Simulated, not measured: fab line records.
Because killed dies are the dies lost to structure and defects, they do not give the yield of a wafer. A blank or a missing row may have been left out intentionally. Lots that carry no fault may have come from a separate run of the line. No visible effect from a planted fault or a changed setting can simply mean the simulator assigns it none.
Split-lot trial / flow n5-finfet / 21 wafers read across 7 lots, on a route 1938 steps long

ON THE SPLIT
At N5_PASSIVATION_PECVD_01 (deposits SiNx from SiH4/NH3/N2, target thk 200 nm, time 43.2 s), the setting time-s was moved away from the recipe's 43.2 s on 9 of the 21 wafers read, by -12.4% to +13.3%. The other wafers ran this setting at the recipe's value.

The split's own step is where the reading is taken.

THE READING
SiNx_of_PASSIVATION_PECVD_01.thk-nm (the simulator's own value, which no gauge read), in nm, at N5_PASSIVATION_PECVD_01 (deposits SiNx from SiH4/NH3/N2, target thk 200 nm, time 43.2 s). There is no usual value for it anywhere in the file. Here, 12 wafers ran the recipe; their average is 200.0 nm with a standard deviation of 2.1 nm.

wafer=L076.1; tool, chamber at the split=pecvd-01, 1; time-s as run, s=43.2; against the recipe=recipe; SiNx_of_PASSIVATION_PECVD_01.thk-nm, nm=201.6; against lot-mates on the recipe=-
wafer=L076.2; tool, chamber at the split=pecvd-01, 2; time-s as run, s=43.2; against the recipe=recipe; SiNx_of_PASSIVATION_PECVD_01.thk-nm, nm=198.4; against lot-mates on the recipe=-
wafer=L076.5; tool, chamber at the split=pecvd-01, 1; time-s as run, s=48.95; against the recipe=+13.3%; SiNx_of_PASSIVATION_PECVD_01.thk-nm, nm=232.8; against lot-mates on the recipe=+32.8
wafer=L077.2; tool, chamber at the split=pecvd-03, 2; time-s as run, s=43.2; against the recipe=recipe; SiNx_of_PASSIVATION_PECVD_01.thk-nm, nm=198; against lot-mates on the recipe=-
wafer=L077.3; tool, chamber at the split=pecvd-03, 0; time-s as run, s=47.39; against the recipe=+9.7%; SiNx_of_PASSIVATION_PECVD_01.thk-nm, nm=218.8; against lot-mates on the recipe=+20.8
wafer=L077.4; tool, chamber at the split=pecvd-03, 0; time-s as run, s=47.39; against the recipe=+9.7%; SiNx_of_PASSIVATION_PECVD_01.thk-nm, nm=220.6; against lot-mates on the recipe=+22.6
wafer=L085.2; tool, chamber at the split=pecvd-03, 0; time-s as run, s=38.09; against the recipe=-11.8%; SiNx_of_PASSIVATION_PECVD_01.thk-nm, nm=176.4; against lot-mates on the recipe=-22.0
wafer=L085.3; tool, chamber at the split=pecvd-03, 2; time-s as run, s=43.2; against the recipe=recipe; SiNx_of_PASSIVATION_PECVD_01.thk-nm, nm=198.4; against lot-mates on the recipe=-
wafer=L085.5; tool, chamber at the split=pecvd-03, 0; time-s as run, s=38.09; against the recipe=-11.8%; SiNx_of_PASSIVATION_PECVD_01.thk-nm, nm=181.6; against lot-mates on the recipe=-16.8
wafer=L089.1; tool, chamber at the split=pecvd-01, 2; time-s as run, s=43.2; against the recipe=recipe; SiNx_of_PASSIVATION_PECVD_01.thk-nm, nm=197; against lot-mates on the recipe=-
wafer=L089.4; tool, chamber at the split=pecvd-01, 2; time-s as run, s=48.37; against the recipe=+12.0%; SiNx_of_PASSIVATION_PECVD_01.thk-nm, nm=224; against lot-mates on the recipe=+27.0
wafer=L089.5; tool, chamber at the split=pecvd-01, 1; time-s as run, s=48.37; against the recipe=+12.0%; SiNx_of_PASSIVATION_PECVD_01.thk-nm, nm=227.6; against lot-mates on the recipe=+30.6
wafer=L094.2; tool, chamber at the split=pecvd-03, 1; time-s as run, s=41.01; against the recipe=-5.1%; SiNx_of_PASSIVATION_PECVD_01.thk-nm, nm=189.2; against lot-mates on the recipe=-12.6
wafer=L094.4; tool, chamber at the split=pecvd-03, 1; time-s as run, s=43.2; against the recipe=recipe; SiNx_of_PASSIVATION_PECVD_01.thk-nm, nm=203.8; against lot-mates on the recipe=-
wafer=L094.6; tool, chamber at the split=pecvd-03, 0; time-s as run, s=43.2; against the recipe=recipe; SiNx_of_PASSIVATION_PECVD_01.thk-nm, nm=199.8; against lot-mates on the recipe=-
wafer=L096.2; tool, chamber at the split=pecvd-03, 0; time-s as run, s=43.2; against the recipe=recipe; SiNx_of_PASSIVATION_PECVD_01.thk-nm, nm=200.6; against lot-mates on the recipe=-
wafer=L096.5; tool, chamber at the split=pecvd-03, 2; time-s as run, s=43.2; against the recipe=recipe; SiNx_of_PASSIVATION_PECVD_01.thk-nm, nm=203.2; against lot-mates on the recipe=-
wafer=L096.6; tool, chamber at the split=pecvd-03, 0; time-s as run, s=43.2; against the recipe=recipe; SiNx_of_PASSIVATION_PECVD_01.thk-nm, nm=201.8; against lot-mates on the recipe=-
wafer=L097.2; tool, chamber at the split=pecvd-02, 1; time-s as run, s=43.2; against the recipe=recipe; SiNx_of_PASSIVATION_PECVD_01.thk-nm, nm=198.2; against lot-mates on the recipe=-
wafer=L097.4; tool, chamber at the split=pecvd-02, 0; time-s as run, s=43.2; against the recipe=recipe; SiNx_of_PASSIVATION_PECVD_01.thk-nm, nm=199.2; against lot-mates on the recipe=-
wafer=L097.5; tool, chamber at the split=pecvd-02, 1; time-s as run, s=37.86; against the recipe=-12.4%; SiNx_of_PASSIVATION_PECVD_01.thk-nm, nm=174.6; against lot-mates on the recipe=-24.1

FIT RESULTS
A straight line over all 21 wafers: SiNx_of_PASSIVATION_PECVD_01.thk-nm changes by +2.06 nm for each +1% of time-s; r = +0.99; the points scatter about the line by 2.5 nm.
The same after taking each lot's own level away (the mean of its wafers on the recipe; 21 wafers): +2.12 nm for each +1%; r = +0.99; scatter 2.6 nm.
That fit puts the effect of the largest move of time-s on the reading at 28 nm.
The span of the lots' own levels, 197.00 to 201.87 nm, comes to 2.3 times the standard deviation stated above.
The two slopes are in agreement: the lot-to-lot level therefore moves the slope only a little.
Check: for one of the wafers moved furthest among these (+13.3%), held out of the fit, the line's prediction against its lot-mates is +28.6 nm. Against them it came out at +32.8 nm.

ADDITIONAL SPLITS CARRIED BY THESE WAFERS
Note: prior to the reading, these wafers also went through further splits. Each is held against what the fit with the lots' levels taken away leaves over:
other split on the same wafers=N5_BEOL_M15_COAT_22 spin-rpm; wafers away from the commonest value=10; r with SiNx_of_PASSIVATION_PECVD_01.thk-nm (lot level and that fit taken away)=+0.13

THE FILE'S OWN FIT
SiNx_of_PASSIVATION_PECVD_01.thk-nm changes by +2.16 nm for each +1% of time-s, r = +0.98.
